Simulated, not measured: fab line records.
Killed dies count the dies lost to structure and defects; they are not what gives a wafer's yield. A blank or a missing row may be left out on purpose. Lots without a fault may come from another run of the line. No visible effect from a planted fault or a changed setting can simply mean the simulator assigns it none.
A lot that was struck, set against a sound lot :: flow nand-harc :: 25 out of 1302 route steps
Sound: wafers L358.1, L358.2, L358.4. Struck: wafers L350.1, L350.4, L350.5. At the end, the cause is stated.
Each step with rows lists, per side, the tool, then ch with its chambers, then its first start. Under that, the readings that differ: sound wafers :: struck wafers :: difference of the means :: sigmas: that difference in standard deviations of wafers without a fault.
alike: same words and numbers on both sides, and readings whose means sit less than 2 such deviations apart. not compared: any withheld reading, any reading some wafer has no value for, any bound like >300 that may hide the same value, and any number with overlapping values for which the record gives no deviation.
Wherever a step has rows on one side only, a row that says differs or no value, or a row with sigmas, the two part there. Numbers that have no deviation but don't overlap get no sigmas and don't part them. A reading that every wafer of one side lacks parts them only if that side has two wafers or more.

NHARC_P_CONTACT_DEP_30: deposits SiNx, target thk 30 nm.
  sound on pecvd-04 ch 1,2, day 10 10:49; struck on pecvd-03 ch 0,1, day 6 19:59
  alike: heater-power-w
then, 1 step without rows for these wafers: NHARC_P_CONTACT_DEP_00 (deposits SiO2, target thk 500 nm).
NHARC_P_CONTACT_CMP_01: polishes SiO2, target thk 200 nm.
  sound on cmp-03 ch 0,1,3, day 10 11:34; struck on cmp-03 ch 2,3, day 6 20:42
  alike: motor-current-A
then, 8 steps without rows for these wafers: NHARC_P_CONTACT_SRD_03; NHARC_P_CONTACT_DEHYDRATE_04 (time 120 s); NHARC_P_CONTACT_HMDS_05 (time 30 s); NHARC_P_CONTACT_COAT_33 (time 75 s); NHARC_P_CONTACT_COAT_34 (time 65 s); NHARC_P_CONTACT_COAT_06 (resist thk 90 nm); NHARC_P_CONTACT_SOFTBAKE_07 (time 55 s); NHARC_P_CONTACT_EBR_08.
NHARC_P_CONTACT_EXPOSE_09: exposes mask P CA, target cd 90 nm.
  sound on arfi-scanner-03 ch 0, day 10 12:13; struck on arfi-scanner-01 ch 0, day 6 21:23
reading: mask
sound: P_CA#0 P_CA#0 P_CA#0
struck: P_CA_R1#0 P_CA_R1#0 P_CA_R1#0
difference: differs
sigmas: 
then, 2 steps without rows for these wafers: NHARC_P_CONTACT_PEB_10 (peb time 65 s); NHARC_P_CONTACT_DEVELOP_11 (develop time 35 s).
NHARC_P_CONTACT_CD_MEAS_12 targets a cd of 90 nm.
  sound on cd-sem-02 ch 0, day 10 12:22; struck on cd-sem-03 ch 0, day 6 21:32
  alike: cd-nm
NHARC_P_CONTACT_OVL_MEAS_13:
  sound: overlay-01 at day 10 12:27; struck: overlay-02 at day 6 21:37
  alike: overlay-x-nm, overlay-y-nm
NHARC_P_CONTACT_INSPECT_14:
  sound: defect-inspect-01 at day 10 12:29; struck: defect-inspect-01 at day 6 21:39
  alike: raw-defect-count
NHARC_P_CONTACT_DESCUM_17: chemistry O2, time 3 s.
  sound on rie-diel-09 ch 1,2, day 10 12:34; struck on rie-diel-12 ch 0,1,2, day 6 21:43
reading: model.P_CONTACT.cd-nm (nm)
sound: 91.28 91.1 90.92
struck: 92.42 91.98 91.78
difference: +0.96
sigmas: 
  alike: drypump-motor-current-A, oes-product-au, rf-vpp-V, showerhead-plenum-p-Torr, throttle-valve-pct
  not compared: rf-hours-counter-h
NHARC_P_CONTACT_ETCH_35: etches the open film in CF4, target depth 39 nm, time 65 s.
  sound on rie-diel-09 ch 2,3, day 10 12:39; struck on rie-diel-12 ch 0,1,2, day 6 21:49
  alike: drypump-motor-current-A, oes-product-au, rf-vpp-V, showerhead-plenum-p-Torr, throttle-valve-pct
  not compared: rf-hours-counter-h
NHARC_P_CONTACT_ETCH_36: etches the open film in N2/H2, target depth 260 nm, time 406.25 s.
  sound: rie-diel-09 ch 1,2,3; struck: rie-diel-12 ch 1,2
reading: oes-product-au (a.u.)
sound: 0.995 0.984 1.005
struck: 1.017 1.003 1.012
difference: +0.016
sigmas: +2
  alike: drypump-motor-current-A, rf-vpp-V, showerhead-plenum-p-Torr, throttle-valve-pct
  not compared: rf-hours-counter-h
NHARC_P_CONTACT_ETCH_18: etches the open film in C4F8/O2/Ar, target depth 481 nm, time 240.5 s.
  sound: rie-diel-09 ch 2,3; struck: rie-diel-12 ch 0,2
reading: oes-product-au (a.u.)
sound: 0.930 0.924 0.920
struck: 0.968 0.964 0.961
difference: +0.040
sigmas: +2
  alike: rf-vpp-V
  not compared: rf-hours-counter-h
then, 1 step without rows for these wafers: NHARC_P_CONTACT_STRIP_37 (strips in C4F8/O2/Ar).
NHARC_P_CONTACT_ETCH_31: etches the open film in CH3F/O2, target depth 30 nm, time 85.7 s.
  sound: rie-diel-09 ch 1,2; struck: rie-diel-12 ch 0,1
reading: oes-product-au (a.u.)
sound: 0.965 0.959 0.961
struck: 0.989 0.991 0.980
difference: +0.025
sigmas: +3
  alike: drypump-motor-current-A, rf-vpp-V, showerhead-plenum-p-Torr, throttle-valve-pct
  not compared: rf-hours-counter-h, model.P_CONTACT.cd-nm
NHARC_P_CONTACT_CD_MEAS_19:
  sound: cd-sem-03 at day 10 13:34; struck: cd-sem-01 at day 6 22:44
  alike: cd-nm
after that, 1 step had no rows for these wafers: NHARC_END_SORT_01.

## WHERE THEY PART
Earliest at NHARC_P_CONTACT_EXPOSE_09; latest, in this record, at NHARC_P_CONTACT_ETCH_31. Later steps at which nothing parts them and some readings are alike: NHARC_P_CONTACT_CD_MEAS_19.

WHY: the cause the simulator had injected
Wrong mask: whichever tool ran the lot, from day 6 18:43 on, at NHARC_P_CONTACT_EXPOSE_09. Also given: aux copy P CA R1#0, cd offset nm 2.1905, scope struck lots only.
